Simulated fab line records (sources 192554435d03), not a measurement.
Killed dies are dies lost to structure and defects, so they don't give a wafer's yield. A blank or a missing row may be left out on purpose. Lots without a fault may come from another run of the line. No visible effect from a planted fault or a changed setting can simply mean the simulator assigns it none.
Split-lot trial | flow n5-finfet | 7 lots, 21 wafers read, on a route of 1938 steps

== THE SPLIT ITSELF ==
At N5_BEOL_M12_ETCH_67 (etches SiARC in CF4, target depth 143 nm, time 238.3 s), the setting source-w was moved away from the recipe's 545 W on 6 of the 21 wafers read, by -13.3% to -4.7%. This setting was run at the recipe's value on the other wafers.

The reading comes from the split's own step.

== THE READING ==
rf-vpp-V, in V, at N5_BEOL_M12_ETCH_67 (etches SiARC in CF4, target depth 143 nm, time 238.3 s). A value of 184.3 V with a standard deviation of 1 V is what fault-free wafers of this fab line usually give.

wafer  | tool, chamber at the split | source-w as run, W | against the recipe | rf-vpp-V, V | against lot-mates on the recipe
L074.1 | rie-diel-05, 1             | 545                | recipe             | 184.7       | -
L074.5 | rie-diel-05, 3             | 472.7              | -13.3%             | 193.8       | +8.4
L074.6 | rie-diel-05, 2             | 545                | recipe             | 186.2       | -
L077.1 | rie-diel-01, 1             | 545                | recipe             | 184.3       | -
L077.2 | rie-diel-01, 3             | 519.4              | -4.7%              | 186.6       | +2.3
L077.3 | rie-diel-01, 0             | 519.4              | -4.7%              | 186.8       | +2.5
L082.1 | rie-diel-05, 0             | 545                | recipe             | 183.9       | -
L082.4 | rie-diel-05, 3             | 545                | recipe             | 184.3       | -
L082.5 | rie-diel-05, 1             | 545                | recipe             | 185.1       | -
L083.3 | rie-diel-05, 3             | 545                | recipe             | 184.5       | -
L083.4 | rie-diel-05, 1             | 545                | recipe             | 185.0       | -
L083.6 | rie-diel-05, 2             | 545                | recipe             | 185.0       | -
L091.1 | rie-diel-04, 0             | 496.4              | -8.9%              | 192.0       | +7.6
L091.2 | rie-diel-04, 1             | 545                | recipe             | 184.4       | -
L091.4 | rie-diel-04, 0             | 496.4              | -8.9%              | 191.9       | +7.5
L092.2 | rie-diel-01, 0             | 545                | recipe             | 185.1       | -
L092.5 | rie-diel-01, 3             | 545                | recipe             | 183.5       | -
L092.6 | rie-diel-01, 1             | 545                | recipe             | 182.7       | -
L094.1 | rie-diel-04, 0             | 545                | recipe             | 186.8       | -
L094.3 | rie-diel-04, 3             | 545                | recipe             | 183.9       | -
L094.5 | rie-diel-04, 3             | 473.6              | -13.1%             | 193.7       | +8.3

THE FIT
A straight line over all 21 wafers: rf-vpp-V changes by -0.715 V for each +1% of source-w; r = -0.96; the points scatter about the line by 1 V.
The same after taking each lot's own level away (the mean of its wafers on the recipe; 21 wafers): -0.686 V for each +1%; r = -0.96; scatter 0.91 V.
On that fit, the largest move of source-w shifts the reading by 9.1 V.
Across the lots, their own levels run from 183.77 to 185.45 V, a range of 1.7 times the standard deviation given above.
So the lot-to-lot level changes the slope little: the two slopes agree.
Check: for one of the wafers moved furthest among these (-13.3%), held out of the fit, the line's prediction against its lot-mates is +9.45 V. Against them it came out at +8.35 V.
Tool readings at the split's step, against how far the setting was moved: etch-rf-on-time-s r = -0.94; rf-vpp-V r = -0.96.

== ADDITIONAL SPLITS CARRIED BY THESE WAFERS ==
Note: prior to the reading, these wafers also went through further splits. Each is held against what the fit with the lots' levels taken away leaves over:
other split on the same wafers | wafers away from the commonest value | r with rf-vpp-V (lot level and that fit taken away)
N5_BEOL_M11_DEGAS_44 temp-c    | 6                                    | +0.28

== THE WHOLE CHAIN: every reading that the file lists as answering this split, in the file's order ==
step                | what it does                                           | reading           | change (the file's fit)              | r (the file's)
N5_BEOL_M12_ETCH_67 | etches SiARC in CF4, target depth 143 nm, time 238.3 s | etch-rf-on-time-s | withheld for each +1% of the setting | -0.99
N5_BEOL_M12_ETCH_67 | etches SiARC in CF4, target depth 143 nm, time 238.3 s | rf-vpp-V          | -0.666 V for each +1% of the setting | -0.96

== FILE'S OWN FIT ==
rf-vpp-V changes by -0.666 V for each +1% of source-w, r = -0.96.
